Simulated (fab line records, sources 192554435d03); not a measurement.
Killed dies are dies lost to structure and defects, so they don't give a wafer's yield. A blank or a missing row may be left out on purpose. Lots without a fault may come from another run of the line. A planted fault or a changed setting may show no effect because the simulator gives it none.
fab line records | flow n5_finfet
record lots=9 wafers=27 last_day=17
route steps=1938 shown BEOL_M4@1111 BEOL_M7@1278 PASSIVATION@1936
lots that met no fault: from a run of the same line without faults
start_h: hours from the record's first day to the start of the lot's first wafer shown | wait_h: hours since the lot's step before | " the same as in the row above | L1.1+2: a row that stands for several wafers | - no value, or no start given | * or withheld: withheld | < > ~ a bound
route shown NAME@n: a module of which the file shows steps, and the number in the route of the first | usual: mean/standard deviation of fault-free wafers | same: alike in all rows | chamber/n: place in a boat | sites: the reading at each site | _std_site: their standard deviation | _edge_site: outer sites' mean less inner sites' | radius_mm: how far each site lies from the wafer's centre | mask NAME#n: copy n | behind: the tool/chamber that last shaped the wafer | hold: why the lot was held/for how many hours/how that ended | device: the transistor (n, p or np) that didn't switch | end of line: the same wafers' tests at the end of the route | a step without rows: its recipe alone | killed: dies lost to structure and defects at the first sort, not the wafer's yield | map: a wafer's dies, x killed, . not, _ none there
set.NAME: the setting as run; set.NAME@STEP: as run at that earlier step | model.NAME: the simulator's own value behind a step, which no gauge read
steps of the route over a sample of lots; a table a step, a row a wafer
services: from which hour (start_h, from the record's first day; less than 0 if before it) a tool's chamber was out of use, for how many hours, and why
## steps
# step N5_BEOL_M4_RC_MEAS_101
# usual DIBL_N=36.8/2.2 DIBL_P=37.1/2.8 IOFF_N=0.17/0.04 IOFF_P=0.22/0.049 ION_N=672/16 ION_P=460/9.2 SS_N=71.6/0.69 SS_P=73.5/0.78 VT_N=249/3.6 VT_P=-250/3.9
# columns lot.wafer tool chamber start_h wait_h DIBL_N[mV/V] DIBL_P[mV/V] IOFF_N[nA/um] IOFF_P[nA/um] ION_N[uA/um] ION_P[uA/um] SS_N[mV/dec] SS_P[mV/dec] VT_N[mV] VT_P[mV]
L444.3 prober-01 0 158.88 0.3 34.6 32.9 0.13 0.15 677 457 71.2 72.6 251 -253
L444.4 " 0 " " 39.5 37.6 0.21 0.21 667 451 72.4 74.0 249 -253
L444.5 " 0 " " 40.4 38.7 0.24 0.22 674 450 72.4 73.6 247 -254
L445.2 prober-02 0 166.00 0.2 33.5 34.2 0.13 0.17 640 445 71.0 72.6 253 -250
L445.4 " 0 " " 36.9 39.3 0.18 0.26 683 475 71.3 73.9 251 -248
L445.6 " 0 " " 35.6 37.0 0.17 0.23 674 460 71.7 73.7 250 -248
L446.2 prober-02 0 177.80 0.2 35.8 33.7 0.13 0.16 652 444 71.7 73.2 256 -257
L446.5 " 0 " " 37.0 36.1 0.14 0.19 650 448 72.7 73.2 258 -255
L446.6 " 0 " " 36.4 35.2 0.14 0.18 658 447 72.3 72.8 253 -256
L448.1 prober-01 0 179.49 0.0 38.7 39.2 0.19 0.25 684 468 71.9 74.3 246 -246
L448.2 " 0 " " 37.9 38.7 0.18 0.24 680 468 72.0 73.4 245 -248
L448.6 " 0 " " 39.3 41.2 0.21 0.31 684 468 72.5 74.8 245 -247
L450.1 prober-02 0 186.90 0.0 30.5 28.5 0.08 0.11 647 444 70.0 72.0 257 -259
L450.3 " 0 " " 38.6 40.2 0.21 0.25 664 456 72.3 74.9 248 -253
L450.5 " 0 " " 37.9 38.6 0.20 0.22 683 463 72.4 74.4 248 -251
L451.2 prober-02 0 207.81 0.2 39.7 40.3 0.22 0.27 696 471 72.1 74.9 244 -250
L451.4 " 0 " " 41.1 40.2 0.22 0.25 664 456 71.5 73.9 246 -250
L451.6 " 0 " " 41.0 41.1 0.23 0.27 691 469 72.2 74.3 244 -247
L459.2 prober-01 0 243.33 0.2 38.5 37.9 0.19 0.23 677 463 71.9 73.2 249 -249
L459.5 " 0 " " 36.3 34.9 0.14 0.18 656 455 71.9 72.3 252 -253
L459.6 " 0 " " 38.6 39.1 0.19 0.26 683 467 71.8 73.4 246 -248
L463.3 prober-02 0 281.86 0.3 34.0 34.7 0.12 0.17 646 447 70.8 72.3 253 -254
L463.5 " 0 " " 37.6 39.6 0.18 0.24 663 449 71.7 73.9 248 -252
L463.6 " 0 " " 35.6 36.9 0.15 0.19 654 451 71.4 73.2 249 -254
L466.3 prober-02 0 303.15 0.3 34.2 34.1 0.13 0.16 643 441 72.1 72.9 254 -256
L466.5 " 0 " " 34.4 35.3 0.13 0.18 671 459 71.4 73.7 253 -255
L466.6 " 0 " " 36.8 37.6 0.17 0.21 685 456 72.5 74.1 248 -252
# step N5_BEOL_M7_INSPECT_13
# recipe mode=adi inspect_instrument=brightfield
# usual raw_defect_count=387/84
# columns lot.wafer tool chamber start_h wait_h raw_defect_count
L444.3 defect_inspect-02 - 183.52 0.0 290
L444.4 " - " " 326
L444.5 " - " " 298
L445.2 defect_inspect-02 - 189.33 0.0 327
L445.4 " - " " 374
L445.6 " - " " 398
L446.2 defect_inspect-01 - 202.12 0.0 437
L446.5 " - " " 630
L446.6 " - " " 414
L448.1 defect_inspect-02 - 202.29 0.0 348
L448.2 " - " " 433
L448.6 " - " " 380
L450.1 defect_inspect-01 - 210.80 0.0 539
L450.3 " - " " 436
L450.5 " - " " 349
L451.2 defect_inspect-02 - 235.13 0.0 338
L451.4 " - " " 462
L451.6 " - " " 423
L459.2 defect_inspect-02 - 269.89 0.0 417
L459.5 " - " " 426
L459.6 " - " " 592
L463.3 defect_inspect-02 - 304.47 0.0 406
L463.5 " - " " 461
L463.6 " - " " 244
L466.3 defect_inspect-02 - 325.93 0.0 353
L466.5 " - " " 318
L466.6 " - " " 311
# step N5_BEOL_M7_STRIP_67
# recipe chemistry=CF4 resist=SiARC power_w=300 bias_power_w=75 pressure_mtorr=50 cf4_flow_sccm=150 rf_frequency_hz=6e+07
# usual drypump_motor_current_A=5.91/0.27 oes_product_au=0.77/0.075 power_w=300.0/0.87 rf_vpp_V=271.3/1.3 showerhead_plenum_p_Torr=1.80/0.046 throttle_valve_pct=13.59/0.25
# columns lot.wafer tool chamber start_h wait_h drypump_motor_current_A oes_product_au power_w rf_hours_counter_h rf_vpp_V showerhead_plenum_p_Torr throttle_valve_pct
L444.3 rie_diel-06 3 183.93 0.0 5.78 0.72 298.8 215 270.7 1.80 14.00
L444.4 " 0 " " 5.79 0.72 299.8 173 271.7 1.85 13.67
L444.5 " 3 " " 5.77 0.72 299.8 - 269.8 1.80 14.02
L445.2 rie_diel-02 0 189.62 0.0 5.49 0.91 300.6 20 270.0 1.79 13.42
L445.4 " 2 " " 5.93 0.75 298.3 169 273.0 1.77 13.33
L445.6 " 2 " " 5.95 0.74 299.3 - 269.9 1.77 13.34
L446.2 rie_diel-03 3 202.54 0.0 5.78 0.71 299.7 231 272.5 1.85 13.65
L446.5 " 2 " " 6.05 0.79 299.8 - 271.8 1.83 13.62
L446.6 " 1 " " 5.49 0.71 300.1 - 271.3 1.76 13.89
L448.1 rie_diel-02 3 202.59 0.0 6.14 0.89 298.0 18 270.6 1.78 13.29
L448.2 " 0 " " 5.47 0.89 298.1 25 270.8 1.79 13.45
L448.6 " 2 " " 5.98 0.74 300.1 - 272.0 1.76 13.36
L450.1 rie_diel-06 3 211.22 0.0 5.79 0.71 300.2 223 271.4 1.80 14.03
L450.3 " 0 " " 5.80 0.72 301.9 182 273.5 1.85 13.67
L450.5 " 2 " " 6.05 0.70 299.0 - 272.2 1.76 13.65
L451.2 rie_diel-02 0 235.40 0.0 5.45 0.88 300.5 34 271.4 1.79 13.47
L451.4 " 2 " " 5.90 0.73 299.4 184 271.8 1.76 13.37
L451.6 " 2 " " 5.91 0.74 299.3 - 269.1 1.76 13.36
L459.2 rie_diel-02 2 270.16 0.0 5.95 0.73 299.6 195 270.4 1.76 13.41
L459.5 " 2 " " 5.95 0.73 300.2 - 271.4 1.76 13.42
L459.6 " 1 " " 5.95 0.79 301.1 - 273.1 1.88 13.40
L463.3 rie_diel-02 0 304.74 0.0 5.48 0.85 300.9 56 268.7 1.78 13.52
L463.5 " 1 " " 5.98 0.77 301.6 - 271.9 1.88 13.41
L463.6 " 2 " " 5.96 0.72 301.1 - 270.8 1.76 13.44
L466.3 rie_diel-06 0 326.20 0.0 5.78 0.69 299.6 219 272.9 1.84 13.77
L466.5 " 1 " " 6.46 0.80 299.4 - 271.8 1.82 13.39
L466.6 " 2 " " 6.03 0.68 300.1 - 271.0 1.75 13.73
# step N5_BEOL_M7_STRIP_19
# recipe chemistry=O2 power_w=400 temp_c=40 pressure_mtorr=30 rf_frequency_hz=6e+07 bias_power_w=0 overash_fraction=0.2 o2_flow_sccm=225
# usual drypump_motor_current_A=5.91/0.26 oes_product_au=0.78/0.078 rf_vpp_V=3.6/0.65 showerhead_plenum_p_Torr=2.10/0.057 throttle_valve_pct=16.59/0.25
# columns lot.wafer tool chamber start_h wait_h drypump_motor_current_A oes_product_au rf_hours_counter_h rf_vpp_V showerhead_plenum_p_Torr throttle_valve_pct
L444.3 rie_diel-02 3 184.10 0.1 6.13 0.93 11 4.0 2.06 16.35
L444.4 " 1 " " 5.98 0.84 64 3.4 2.19 16.29
L444.5 " 2 " " 5.96 0.74 - 2.7 2.11 16.58
L445.2 rie_diel-06 2 189.86 0.1 6.02 0.70 200 3.2 2.09 16.84
L445.4 " 1 " " 6.52 0.86 57 3.6 2.13 16.32
L445.6 " 1 " " 6.49 0.86 - 3.1 2.13 16.32
L446.2 rie_diel-02 1 202.69 0.1 5.98 0.83 70 3.6 2.19 16.29
L446.5 " 3 " " 6.13 0.89 - 3.2 2.06 16.36
L446.6 " 0 " " 5.54 0.92 - 3.7 2.04 16.36
L448.1 rie_diel-02 0 202.74 0.1 5.41 0.91 25 3.7 2.04 16.38
L448.2 " 2 " " 5.98 0.73 174 4.5 2.11 16.60
L448.6 " 1 " " 5.94 0.82 - 3.1 2.19 16.29
L450.1 rie_diel-06 1 211.37 0.1 6.50 0.86 64 3.7 2.12 16.30
L450.3 " 3 " " 5.78 0.70 223 3.1 2.09 17.07
L450.5 " 3 " " 5.77 0.70 - 3.3 2.09 17.06
L451.2 rie_diel-03 0 235.60 0.1 5.75 0.74 183 2.8 2.01 16.82
L451.4 " 3 " " 5.83 0.69 240 4.5 2.17 16.73
L451.6 " 2 " " 6.07 0.79 - 3.9 2.10 16.54
L459.2 rie_diel-02 3 270.43 0.2 6.12 0.86 38 4.8 2.05 16.40
L459.5 " 3 " " 6.14 0.86 - 4.0 2.05 16.41
L459.6 " 2 " " 5.98 0.72 - 4.3 2.10 16.62
L463.3 rie_diel-06 2 305.07 0.2 6.04 0.68 235 2.9 2.08 16.91
L463.5 " 1 " " 6.52 0.82 - 4.0 2.11 16.36
L463.6 " 0 " " 5.78 0.68 - 5.3 2.19 16.94
L466.3 rie_diel-02 0 326.41 0.1 5.54 0.84 64 3.3 2.03 16.45
L466.5 " 1 " " 5.96 0.79 - 2.7 2.17 16.36
L466.6 " 2 " " 5.97 0.70 - 3.5 2.09 16.64
# step N5_BEOL_M7_EXPOSE_25
# recipe mask_id=V6 na=0.33 source_shape=annular sigma_inner=0.4 sigma_outer=0.8 polarization=unpolarized target_cd_nm=40 dose_mj=42.5
# same na=0.33
# columns lot.wafer tool chamber start_h wait_h mask
L444.3+4+5 euv_scanner-01 0 185.34 - V6#0
L445.2+4+6 euv_scanner-02 0 191.81 - V6#0
L448.1+2+6 euv_scanner-02 0 204.21 - V6#0
L446.2+5+6 euv_scanner-02 0 204.26 - V6#0
L450.1+3+5 euv_scanner-02 0 212.67 - V6#0
L451.2+4+6 euv_scanner-02 0 237.16 - V6#0
L459.2+5+6 euv_scanner-02 0 271.79 - V6#0
L463.3+5+6 euv_scanner-02 0 305.91 - V6#0
L466.3+5+6 euv_scanner-01 0 326.80 - V6#0
# step N5_BEOL_M7_CD_MEAS_28
# recipe target_cd_nm=40 landing_energy_ev=500 detector=se_inlens
# usual cd_nm=40.03/0.24
# columns lot.wafer tool chamber start_h wait_h cd_nm
L444.3 cd_sem-02 0 185.46 - 40.16
L444.4 " 0 " " 39.92
L444.5 " 0 " " 40.17
L445.2 cd_sem-01 0 191.93 - 40.46
L445.4 " 0 " " 40.45
L445.6 " 0 " " 40.37
L448.1 cd_sem-02 0 204.34 - 39.98
L448.2 " 0 " " 39.76
L448.6 " 0 " " 40.16
L446.2 cd_sem-03 0 204.39 - 40.13
L446.5 " 0 " " 40.16
L446.6 " 0 " " 40.20
L450.1 cd_sem-02 0 212.80 - 40.08
L450.3 " 0 " " 40.37
L450.5 " 0 " " 40.43
L451.2 cd_sem-03 0 237.29 - 39.91
L451.4 " 0 " " 39.76
L451.6 " 0 " " 39.80
L459.2 cd_sem-02 0 271.92 - 39.77
L459.5 " 0 " " 23.91
L459.6 " 0 " " 39.68
L463.3 cd_sem-02 0 306.03 - 40.21
L463.5 " 0 " " 23.56
L463.6 " 0 " " 40.10
L466.3 cd_sem-01 0 326.92 - 39.61
L466.5 " 0 " " 40.26
L466.6 " 0 " " 40.14
# step N5_PASSIVATION_PROBE_49
# usual defect_limited_yield=91.1/1.5 killed_at_M0_to_M3=35/11 killed_at_M4_up=13/5.7 killed_at_contacts=12/5.7 killed_at_front_end=40/11 killed_at_other=4/4.4 killed_dies=105/18 killed_on_rim=14/3.9 killed_open=68/14 killed_short=34/7.4 sort_bin_5_function=5.2/1 sort_bin_6_memory=3.3/0.67 sort_bin_8_speed=0.04/0.29 sort_n_pass=1074/18 sort_yield_pct=91.0/1.5
# same gross_dies=1180 killed_at_back_side=0 sort_bin_4_leakage[%]=0
# columns lot.wafer tool chamber start_h wait_h defect_limited_yield[%] killed_at_M0_to_M3 killed_at_M4_up killed_at_contacts killed_at_front_end killed_at_other killed_dies killed_on_rim killed_open killed_short sort_bin_5_function[%] sort_bin_6_memory[%] sort_bin_8_speed[%] sort_n_pass sort_yield_pct[%]
L444.3 prober-02 - 261.83 0.9 89.1 36 10 12 48 23 129 19 71 46 6.8 3.3 0 1051 89.1
L444.4 prober-02 - 261.88 0.9 91.7 32 14 2 40 10 98 10 61 32 4.2 3.6 0 1082 91.7
L444.5 prober-02 - 261.93 1.0 89.7 52 26 10 29 5 122 16 84 37 6.1 3.9 0 1058 89.7
L445.2 prober-01 - 268.49 0.1 91.3 26 16 5 42 14 103 15 66 36 6.0 2.4 0 1077 91.3
L445.4 prober-01 - 268.59 0.2 89.0 31 28 2 56 13 130 18 94 36 6.9 3.9 0 1050 89.0
L445.6 prober-01 - 268.69 0.3 90.3 31 26 11 35 12 115 17 87 26 6.0 3.6 0 1065 90.3
L448.1 prober-01 - 282.14 0.0 88.7 35 13 27 56 2 133 19 111 21 7.1 3.9 0 1047 88.7
L448.2 prober-01 - 282.19 0.1 89.4 34 20 19 49 3 125 13 80 42 5.3 4.7 0 1055 89.4
L448.6 prober-01 - 282.39 0.3 92.5 26 12 6 43 2 89 12 69 20 4.6 2.9 0 1091 92.5
L446.2 prober-01 - 282.71 0.1 90.8 50 10 8 36 4 108 11 66 40 5.0 3.6 0.08 1071 90.8
L446.5 prober-01 - 282.86 0.2 92.8 32 5 8 30 10 85 15 54 23 4.5 2.5 0 1095 92.8
L446.6 prober-01 - 282.91 0.3 91.4 47 10 13 32 0 102 12 69 32 5.1 3.1 0 1078 91.4
L450.1 prober-01 - 291.32 0.0 91.9 39 10 14 20 12 95 14 57 37 4.9 2.7 0.08 1084 91.9
L450.3 prober-01 - 291.42 0.1 89.5 31 26 16 45 6 124 10 84 39 6.2 4.0 0 1056 89.5
L450.5 prober-01 - 291.52 0.2 89.8 37 21 18 37 7 120 10 85 29 5.9 3.9 0 1060 89.8
L451.2 prober-01 - 313.18 0.1 89.6 40 11 16 55 1 123 18 84 31 6.1 3.5 0 1057 89.6
L451.4 prober-01 - 313.28 0.2 90.4 31 21 8 51 2 113 14 82 29 6.2 2.9 0 1067 90.4
L451.6 prober-01 - 313.38 0.3 90.3 47 6 5 53 3 114 14 58 51 5.3 3.8 0 1066 90.3
L459.2 prober-02 - 345.61 0.1 93.1 30 5 8 30 9 82 11 42 37 4.4 2.3 0 1098 93.1
L459.5 prober-02 - 345.76 0.2 0 27 1099 12 41 1 1180 152 56 37 24.5 3.0 0 0 0
L459.6 prober-02 - 345.81 0.3 92.5 27 11 10 28 13 89 12 52 29 4.5 2.8 0 1091 92.5
L463.3 prober-01 - 391.98 0.1 87.1 42 18 14 31 47 152 12 66 38 10.1 2.6 0 1028 87.1
L463.5 prober-01 - 392.08 0.2 0 43 1097 18 20 2 1180 152 59 36 22.3 2.8 0 0 0
L463.6 prober-01 - 392.13 0.3 90.2 47 13 9 29 18 116 14 61 35 6.4 3.1 0 1064 90.2
L466.3 prober-01 - 401.60 0.1 91.9 37 14 5 35 5 96 10 59 37 5.0 2.9 0.42 1079 91.4
L466.5 prober-01 - 401.70 0.2 92.7 45 1 12 24 4 86 6 48 38 3.7 3.1 0 1094 92.7
L466.6 prober-01 - 401.75 0.3 91.0 35 14 7 46 4 106 11 64 41 5.2 3.4 0 1074 91.0
# killed by level:class
L444.3 GATE_CUT:geometric_particle:short=7 BEOL_M0_SAQP:geometric_particle:open=7 BEOL_M1:geometric_particle:short=7 HKMG_FIN:area_etch=7 FIN_SAQP:geometric_particle:open=6 DUMMY_GATE:geometric_particle:open=6 BEOL_M2:geometric_particle:open=6 GATE_CUT:geometric_particle:open=6
L444.4 FIN_SAQP:geometric_particle:open=16 FIN_SAQP:geometric_particle:short=8 BEOL_M3:geometric_particle:open=8 BEOL_M0_SAQP:geometric_particle:open=5 BEOL_M4:geometric_particle:open=5 DUMMY_GATE:geometric_particle:open=4 BEOL_M0_SAQP:geometric_particle:short=4 BEOL_M0:geometric_particle:open=4
L444.5 BEOL_M3:geometric_particle:open=14 BEOL_M5:geometric_particle:open=11 BEOL_M0_SAQP:geometric_particle:open=10 MOL_CONTACT_COAG:geometric_particle:open=8 BEOL_M1:geometric_particle:short=8 FIN_SAQP:geometric_particle:open=5 STI_FIN_REVEAL:geometric_particle:open=5 BEOL_M1:geometric_particle:open=5
L445.2 STI_FIN_REVEAL:geometric_particle:open=17 BEOL_M1:geometric_particle:open=10 BEOL_M4:geometric_particle:open=8 PAD_METAL:geometric_particle:short=8 BEOL_M0_SAQP:geometric_particle:short=6 FIN_SAQP:geometric_particle:open=5 PAD_METAL:geometric_particle:open=5 STARTING-WAFER:geometric_particle:short=5
L445.4 BEOL_M4:geometric_particle:open=17 FIN_SAQP:geometric_particle:open=14 STI_FIN_REVEAL:geometric_particle:open=9 BEOL_M0_SAQP:geometric_particle:open=9 BEOL_M0_SAQP:geometric_particle:short=8 STARTING-WAFER:geometric_particle:short=6 FIN_SAQP:geometric_particle:short=5 DUMMY_GATE:geometric_particle:open=5
L445.6 BEOL_M4:geometric_particle:open=15 BEOL_M1:geometric_particle:open=12 FIN_SAQP:geometric_particle:open=10 FIN_SAQP:geometric_particle:short=9 MOL_CONTACT_COAG:geometric_particle:open=8 STI_FIN_REVEAL:geometric_particle:open=7 BEOL_M0:geometric_particle:open=5 BEOL_M2:geometric_particle:open=4
L448.1 MOL_CONTACT_COAG:geometric_particle:open=24 STI_FIN_REVEAL:geometric_particle:open=18 FIN_SAQP:geometric_particle:open=16 BEOL_M2:geometric_particle:open=10 BEOL_M1:geometric_particle:open=9 FIN_SAQP:geometric_particle:short=6 BEOL_M0_SAQP:geometric_particle:open=6 BEOL_M0_SAQP:geometric_particle:short=5
L448.2 MOL_CONTACT_COAG:geometric_particle:open=14 FIN_SAQP:geometric_particle:short=11 STI_FIN_REVEAL:geometric_particle:open=11 BEOL_M1:geometric_particle:open=10 BEOL_M0_SAQP:geometric_particle:open=7 BEOL_M4:geometric_particle:open=7 BEOL_M0_SAQP:geometric_particle:short=6 MOL_CONTACT_COAG:geometric_particle:short=5
L448.6 STI_FIN_REVEAL:geometric_particle:open=16 DUMMY_GATE:geometric_particle:open=7 BEOL_M0_SAQP:geometric_particle:open=7 FIN_SAQP:geometric_particle:open=6 MOL_CONTACT_COAG:geometric_particle:open=6 BEOL_M0_SAQP:geometric_particle:short=6 BEOL_M3:geometric_particle:open=5 STI_FIN_REVEAL:geometric_particle:short=4
L446.2 BEOL_M0_SAQP:geometric_particle:short=14 BEOL_M0_SAQP:geometric_particle:open=9 BEOL_M2:geometric_particle:open=9 STI_FIN_REVEAL:geometric_particle:open=7 FIN_SAQP:geometric_particle:open=6 MOL_CONTACT_COAG:geometric_particle:open=5 BEOL_M3:geometric_particle:open=5 FIN_SAQP:geometric_particle:short=4
L446.5 STI_FIN_REVEAL:geometric_particle:open=14 BEOL_M0_SAQP:geometric_particle:short=9 BEOL_M3:geometric_particle:open=7 MIM_TOP_ETCH:area_etch=7 MOL_CONTACT_COAG:geometric_particle:open=6 BEOL_M0_SAQP:geometric_particle:open=5 FIN_SAQP:geometric_particle:open=3 DUMMY_GATE:geometric_particle:open=3
L446.6 BEOL_M2:geometric_particle:open=15 FIN_SAQP:geometric_particle:short=14 BEOL_M3:geometric_particle:open=14 MOL_CONTACT_COAG:geometric_particle:open=13 BEOL_M0_SAQP:geometric_particle:short=9 STI_FIN_REVEAL:geometric_particle:open=7 BEOL_M0_SAQP:geometric_particle:open=3 BEOL_M6:geometric_particle:open=3
L450.1 BEOL_M0_SAQP:geometric_particle:short=12 MOL_CONTACT_COAG:geometric_particle:open=11 BEOL_M0_SAQP:geometric_particle:open=9 BEOL_M1:geometric_particle:open=8 STI_FIN_REVEAL:geometric_particle:open=5 PASS1_CAP:geometric_particle:short=3 DUMMY_GATE:geometric_particle:open=3 MOL_CONTACT_COAG:geometric_particle:short=3
L450.3 DUMMY_GATE:geometric_particle:open=10 MOL_CONTACT_COAG:geometric_particle:open=10 BEOL_M4:geometric_particle:open=10 FIN_SAQP:geometric_particle:open=7 BEOL_M3:geometric_particle:open=7 BEOL_M8:geometric_particle:open=7 FIN_SAQP:geometric_particle:short=6 STARTING-WAFER:geometric_particle:open=6
L450.5 MOL_CONTACT_COAG:geometric_particle:open=16 BEOL_M3:geometric_particle:open=10 BEOL_M1:geometric_particle:open=9 BEOL_M4:geometric_particle:open=9 FIN_SAQP:geometric_particle:open=4 DUMMY_GATE:geometric_particle:open=4 BEOL_M0_SAQP:geometric_particle:short=4 STARTING-WAFER:geometric_particle:open=4
L451.2 MOL_CONTACT_COAG:geometric_particle:open=16 FIN_SAQP:geometric_particle:open=14 STI_FIN_REVEAL:geometric_particle:open=11 BEOL_M3:geometric_particle:open=10 BEOL_M0_SAQP:geometric_particle:open=10 BEOL_M0_SAQP:geometric_particle:short=6 HKMG_FIN:area_etch=6 GATE_CUT:geometric_particle:open=5
L451.4 FIN_SAQP:geometric_particle:open=14 BEOL_M4:geometric_particle:open=10 BEOL_M3:geometric_particle:open=9 STI_FIN_REVEAL:geometric_particle:open=8 BEOL_M2:geometric_particle:open=7 FIN_SAQP:geometric_particle:short=6 STARTING-WAFER:geometric_particle:open=6 MOL_CONTACT_COAG:geometric_particle:open=5
L451.6 FIN_SAQP:geometric_particle:short=19 BEOL_M0_SAQP:geometric_particle:short=8 BEOL_M0_SAQP:geometric_particle:open=8 BEOL_M3:geometric_particle:open=8 BEOL_M1:geometric_particle:open=7 FIN_SAQP:geometric_particle:open=7 DUMMY_GATE:geometric_particle:open=4 GATE_CUT:geometric_particle:short=4
L459.2 BEOL_M0_SAQP:geometric_particle:short=10 STI_FIN_REVEAL:geometric_particle:open=8 MOL_CONTACT_COAG:geometric_particle:open=6 BEOL_M3:geometric_particle:open=6 GATE_CUT:geometric_particle:short=5 BEOL_M3:geometric_particle:short=4 MIM_TOP_ETCH:geometric_particle:open=4 STI_FIN_REVEAL:geometric_particle:short=3
L459.5 BEOL_M7:area_expose=1086 FIN_SAQP:geometric_particle:short=12 MOL_CONTACT_COAG:geometric_particle:open=10 BEOL_M0_SAQP:geometric_particle:open=8 GATE_CUT:geometric_particle:open=7 STI_FIN_REVEAL:geometric_particle:open=5 GATE_CUT:geometric_particle:short=5 BEOL_M0_SAQP:geometric_particle:short=5
L459.6 MIM_TOP_ETCH:area_etch=8 MOL_CONTACT_COAG:geometric_particle:open=6 BEOL_M2:geometric_particle:open=6 BEOL_M0_SAQP:geometric_particle:open=5 BEOL_M4:geometric_particle:open=5 ILD0:geometric_particle:short=4 MOL_CONTACT_COAG:geometric_particle:short=4 BEOL_M0:geometric_particle:open=4
L463.3 MIM_TOP_ETCH:area_etch=47 MOL_CONTACT_COAG:geometric_particle:open=10 BEOL_M1:geometric_particle:open=9 BEOL_M0_SAQP:geometric_particle:open=8 BEOL_M3:geometric_particle:open=7 BEOL_M0_SAQP:geometric_particle:short=6 BEOL_M4:geometric_particle:open=6 BEOL_M2:geometric_particle:open=6
L463.5 BEOL_M7:area_expose=1085 MOL_CONTACT_COAG:geometric_particle:open=15 BEOL_M0_SAQP:geometric_particle:short=12 BEOL_M2:geometric_particle:open=9 BEOL_M0_SAQP:geometric_particle:open=8 BEOL_M1:geometric_particle:open=5 BEOL_M4:geometric_particle:short=4 FIN_SAQP:geometric_particle:short=3
L463.6 MIM_TOP_ETCH:area_etch=17 BEOL_M3:geometric_particle:open=16 BEOL_M0_SAQP:geometric_particle:open=9 MOL_CONTACT_COAG:geometric_particle:open=8 BEOL_M4:geometric_particle:short=8 BEOL_M0_SAQP:geometric_particle:short=7 STI_FIN_REVEAL:geometric_particle:open=6 BEOL_M1:geometric_particle:short=6
L466.3 STI_FIN_REVEAL:geometric_particle:open=8 BEOL_M0_SAQP:geometric_particle:short=7 BEOL_M1:geometric_particle:open=6 DUMMY_GATE:geometric_particle:open=6 GATE_CUT:geometric_particle:open=5 BEOL_M0:geometric_particle:short=5 BEOL_M2:geometric_particle:open=5 GATE_CUT:geometric_particle:short=4
L466.5 MOL_CONTACT_COAG:geometric_particle:open=11 BEOL_M0:geometric_particle:short=10 BEOL_M0_SAQP:geometric_particle:short=7 BEOL_M2:geometric_particle:short=7 BEOL_M3:geometric_particle:open=7 DUMMY_GATE:geometric_particle:open=6 FIN_SAQP:geometric_particle:short=4 STI_FIN_REVEAL:geometric_particle:open=4
L466.6 STI_FIN_REVEAL:geometric_particle:open=13 BEOL_M1:geometric_particle:open=10 STARTING-WAFER:geometric_particle:short=7 FIN_SAQP:geometric_particle:open=6 MOL_CONTACT_COAG:geometric_particle:open=6 BEOL_M0_SAQP:geometric_particle:short=6 BEOL_M0_SAQP:geometric_particle:open=5 BEOL_M3:geometric_particle:open=5
## services
# columns tool chamber start_h hours kind
euv_scanner-01 - 161.60 1.0 pm
euv_scanner-02 0 164.82 - calibration
euv_scanner-02 - 179.73 1.0 pm
euv_scanner-01 - 191.64 38.7 repair
rie_diel-03 - 220.73 0.9 repair
rie_diel-02 3 229.20 1.3 repair
euv_scanner-02 - 235.88 1.0 pm
rie_diel-03 0 237.94 16.9 repair
rie_diel-03 3 265.27 - clean
rie_diel-03 3 265.27 - consumable_replace:esc
rie_diel-03 3 265.27 - consumable_replace:focus_ring
rie_diel-03 3 265.27 20.3 scheduled_down
rie_diel-03 3 265.27 20.3 vent_cycle
euv_scanner-01 - 273.90 1.0 pm
euv_scanner-02 - 278.02 3.7 repair
euv_scanner-02 - 292.03 1.0 pm
rie_diel-06 3 300.38 - clean
rie_diel-06 3 300.38 - consumable_replace:focus_ring
rie_diel-06 3 300.38 24.3 scheduled_down
rie_diel-06 3 300.38 24.3 vent_cycle
euv_scanner-01 - 309.10 1.7 repair
euv_scanner-02 0 323.09 - calibration
rie_diel-03 1 324.62 - clean
euv_scanner-02 - 326.41 1.2 repair
## key
first_sign step=N5_BEOL_M7_CD_MEAS_28 reading=cd_nm direction=down sigmas=69 usual=40.03 struck=23.73
effect step=N5_PASSIVATION_PROBE_49 reading=killed_at_M4_up direction=up sigmas=99+ usual=13 struck=1098
more_kills_born_at N5_BEOL_M7_EXPOSE_25@euv_scanner-02=2171
met_at N5_BEOL_M7_EXPOSE_25
struck_lots L459,L463
struck_wafers L459.5,L463.5
later_rows_left_out L459.5,L463.5
baseline_loss step=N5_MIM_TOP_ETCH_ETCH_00 wafers=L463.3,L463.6
not_acting_at N5_BEOL_M7_INSPECT_13,N5_BEOL_M7_STRIP_67,N5_BEOL_M7_STRIP_19
onset_between 237.16 271.79
fault kind=process_parameter_drift tool=euv_scanner-02 chamber=- onset_h=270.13 steps=N5_BEOL_M7_EXPOSE_25 channel=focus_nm offset=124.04 shape=step end_h=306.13 scope=struck_wafers_only
# later_rows_left_out: the simulator's readings of these wafers behind a module that went badly wrong aren't trusted and aren't shown, but for the sort
# baseline_loss: these wafers lose ten dies or more at that step, a loss of the line's own and not of a fault; the sort's usual values leave them out
